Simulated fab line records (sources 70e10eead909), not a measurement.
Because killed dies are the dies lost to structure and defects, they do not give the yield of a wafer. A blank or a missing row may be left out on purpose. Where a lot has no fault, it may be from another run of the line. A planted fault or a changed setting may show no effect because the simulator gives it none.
Chamber matching | flow nand-harc | 3 sister chambers for NHARC_A_STAIRCASE_DEP_471 on pecvd-03
The step deposits SiO2, target thk 100 nm. 3 wafers are shown with their chamber, then 7 later ones without.

## WAFERS WITH THEIR CHAMBER
wafer  | chamber | heater-power-w (W)
L088.5 | 0       | 502
L092.1 | 1       | 434
L092.3 | 2       | 713

## WAFERS WITHOUT THEIR CHAMBER
wafer  | heater-power-w (W)
L092.4 | 435
L093.1 | 552
L093.2 | 489
L093.4 | 513
L095.3 | 399
L095.4 | 403
L095.6 | 678

## CHAMBER TAKEN BY EACH
wafer  | from the rows above     | in truth
L092.4 | 1                       | 1
L093.1 | 0                       | 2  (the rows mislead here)
L093.2 | can't be placed: 0 or 1 | 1
L093.4 | 0                       | 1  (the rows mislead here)
L095.3 | 1                       | 1
L095.4 | 1                       | 1
L095.6 | 2                       | 2
Correct placement for 4 of the 7. These rows do not allow placing 1 (true chamber among the candidates in 1). 2 placed wrongly.
How it was worked out, from the rows above alone: a wafer's distance from a chamber is the root of the sum, over the readings, of the square of ((its reading less the chamber's mean) divided by the reading's scatter). The wafer belongs to the nearest chamber; if the next one is less than 2 further off, it can't be placed. A chamber's mean is the mean of its shown wafers. The scatter (one wafer shown for each chamber): square how far every hidden wafer sits from the nearest shown wafer, average those squares and take the square root.
